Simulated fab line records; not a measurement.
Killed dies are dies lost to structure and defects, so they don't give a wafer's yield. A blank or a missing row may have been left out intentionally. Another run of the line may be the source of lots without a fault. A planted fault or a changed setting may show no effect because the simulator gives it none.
Split-lot experiment :: flow n5Finfet :: 21 wafers read across 7 lots, on a route 1938 steps long

== THE SPLIT ITSELF ==
At N5_PMOS_HMC_CHANNEL_EPI_PEB_07 (peb time 60 s), the setting pebTempC was moved away from the recipe's 110 C on 6 of the 21 wafers read, by -3.2% to +2.4%. The other wafers ran this setting at the recipe's value.

== SPLIT TO READING: what lies between them in the file, 1 step ==
- N5_PMOS_HMC_CHANNEL_EPI_DEVELOP_08: develop time 30 s

== THE READING ==
Shown in nm: cdNm at N5_PMOS_HMC_CHANNEL_EPI_CD_MEAS_09, with target cd 237.4 nm. Fault-free wafers of this fab line usually give 237.6 nm, standard deviation 1 nm.

wafer: L074.1
tool, chamber at the split: lithoTrack-05, 0
pebTempC as run, C: 112.6
against the recipe: +2.4%
cdNm, nm: 245.5
against lot-mates on the recipe: +7.0

wafer: L074.5
tool, chamber at the split: lithoTrack-05, 0
pebTempC as run, C: 110
against the recipe: recipe
cdNm, nm: 238.5
against lot-mates on the recipe: -

wafer: L074.6
tool, chamber at the split: lithoTrack-05, 0
pebTempC as run, C: 112.6
against the recipe: +2.4%
cdNm, nm: 244.2
against lot-mates on the recipe: +5.7

wafer: L083.3
tool, chamber at the split: lithoTrack-01, 0
pebTempC as run, C: 110
against the recipe: recipe
cdNm, nm: 237.0
against lot-mates on the recipe: -

wafer: L083.4
tool, chamber at the split: lithoTrack-01, 0
pebTempC as run, C: 110
against the recipe: recipe
cdNm, nm: 236.5
against lot-mates on the recipe: -

wafer: L083.5
tool, chamber at the split: lithoTrack-01, 0
pebTempC as run, C: 110
against the recipe: recipe
cdNm, nm: 236.5
against lot-mates on the recipe: -

wafer: L090.2
tool, chamber at the split: lithoTrack-01, 0
pebTempC as run, C: 111.3
against the recipe: +1.2%
cdNm, nm: 240.0
against lot-mates on the recipe: +3.2

wafer: L090.3
tool, chamber at the split: lithoTrack-01, 0
pebTempC as run, C: 110
against the recipe: recipe
cdNm, nm: 236.8
against lot-mates on the recipe: -

wafer: L090.6
tool, chamber at the split: lithoTrack-01, 0
pebTempC as run, C: 110
against the recipe: recipe
cdNm, nm: 236.7
against lot-mates on the recipe: -

wafer: L094.1
tool, chamber at the split: lithoTrack-05, 0
pebTempC as run, C: 110
against the recipe: recipe
cdNm, nm: 238.6
against lot-mates on the recipe: -

wafer: L094.3
tool, chamber at the split: lithoTrack-05, 0
pebTempC as run, C: 110
against the recipe: recipe
cdNm, nm: 236.9
against lot-mates on the recipe: -

wafer: L094.4
tool, chamber at the split: lithoTrack-05, 0
pebTempC as run, C: 110
against the recipe: recipe
cdNm, nm: 236.5
against lot-mates on the recipe: -

wafer: L095.1
tool, chamber at the split: lithoTrack-01, 0
pebTempC as run, C: 110
against the recipe: recipe
cdNm, nm: 238.4
against lot-mates on the recipe: -

wafer: L095.3
tool, chamber at the split: lithoTrack-01, 0
pebTempC as run, C: 110
against the recipe: recipe
cdNm, nm: 237.6
against lot-mates on the recipe: -

wafer: L095.5
tool, chamber at the split: lithoTrack-01, 0
pebTempC as run, C: 106.5
against the recipe: -3.2%
cdNm, nm: 226.8
against lot-mates on the recipe: -11.2

wafer: L096.1
tool, chamber at the split: lithoTrack-01, 0
pebTempC as run, C: 110
against the recipe: recipe
cdNm, nm: 237.3
against lot-mates on the recipe: -

wafer: L096.2
tool, chamber at the split: lithoTrack-01, 0
pebTempC as run, C: 108.3
against the recipe: -1.5%
cdNm, nm: 232.8
against lot-mates on the recipe: -5.1

wafer: L096.6
tool, chamber at the split: lithoTrack-01, 0
pebTempC as run, C: 110
against the recipe: recipe
cdNm, nm: 238.5
against lot-mates on the recipe: -

wafer: L097.1
tool, chamber at the split: lithoTrack-03, 0
pebTempC as run, C: 110
against the recipe: recipe
cdNm, nm: 237.5
against lot-mates on the recipe: -

wafer: L097.3
tool, chamber at the split: lithoTrack-03, 0
pebTempC as run, C: 110
against the recipe: recipe
cdNm, nm: 235.9
against lot-mates on the recipe: -

wafer: L097.5
tool, chamber at the split: lithoTrack-03, 0
pebTempC as run, C: 106.7
against the recipe: -3.0%
cdNm, nm: 226.2
against lot-mates on the recipe: -10.5

FIT RESULTS
A straight line over all 21 wafers: cdNm changes by +3.3 nm for each +1% of pebTempC; r = +0.98; the points scatter about the line by 0.87 nm.
The same after taking each lot's own level away (the mean of its wafers on the recipe; 21 wafers): +3.18 nm for each +1%; r = +0.99; scatter 0.71 nm.
Per that fit: largest pebTempC move, reading shift of 10 nm.
The span of the lots' own levels, 236.67 to 238.50 nm, comes to 1.8 times the standard deviation stated above.
Consequently the slope shifts little with the lot-to-lot level, the two slopes agreeing.
Check: with one of the wafers moved furthest among these (-3.2%) left out of the fit, the line predicts -9.95 nm for it against its lot-mates. Against them it came out at -11.2 nm.

== ADDITIONAL SPLITS CARRIED BY THESE WAFERS ==
These wafers also went through other splits before the reading. Each is held against what the fit with the lots' levels taken away leaves over:
other split on the same wafers: N5_WELL_APT_PEB_06 pebTimeS
wafers away from the commonest value: 9
r with cdNm (lot level and that fit taken away): +0.34

other split on the same wafers: N5_WELL_APT_COAT_19 spinRpm
wafers away from the commonest value: 10
r with cdNm (lot level and that fit taken away): +0.05

== THE WHOLE CHAIN: every reading that the file lists as answering this split, in the file's order ==
step: N5_PMOS_HMC_CHANNEL_EPI_CD_MEAS_09
what it does: target cd 237.4 nm
reading: cdNm
change (the file's fit): +3.3 nm for each +1% of the setting
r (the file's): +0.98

step: N5_PMOS_HMC_CHANNEL_EPI_DESCUM_14
what it does: chemistry O2, time 7.9 s
reading: PMOS_HMC_CHANNEL_EPI.cdNm (the simulator's own value, which no gauge read)
change (the file's fit): +3.29 nm for each +1% of the setting
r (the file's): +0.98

step: N5_PMOS_HMC_CHANNEL_EPI_ETCH_32
what it does: etches BARC in N2/H2, stops on SiO2, target depth 85.8 nm, time 50.3 s
reading: PMOS_HMC_CHANNEL_EPI.cdNm (the simulator's own value, which no gauge read)
change (the file's fit): +3.16 nm for each +1% of the setting
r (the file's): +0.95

== THE FILE'S OWN FIT ==
cdNm changes by +3.3 nm for each +1% of pebTempC, r = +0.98.
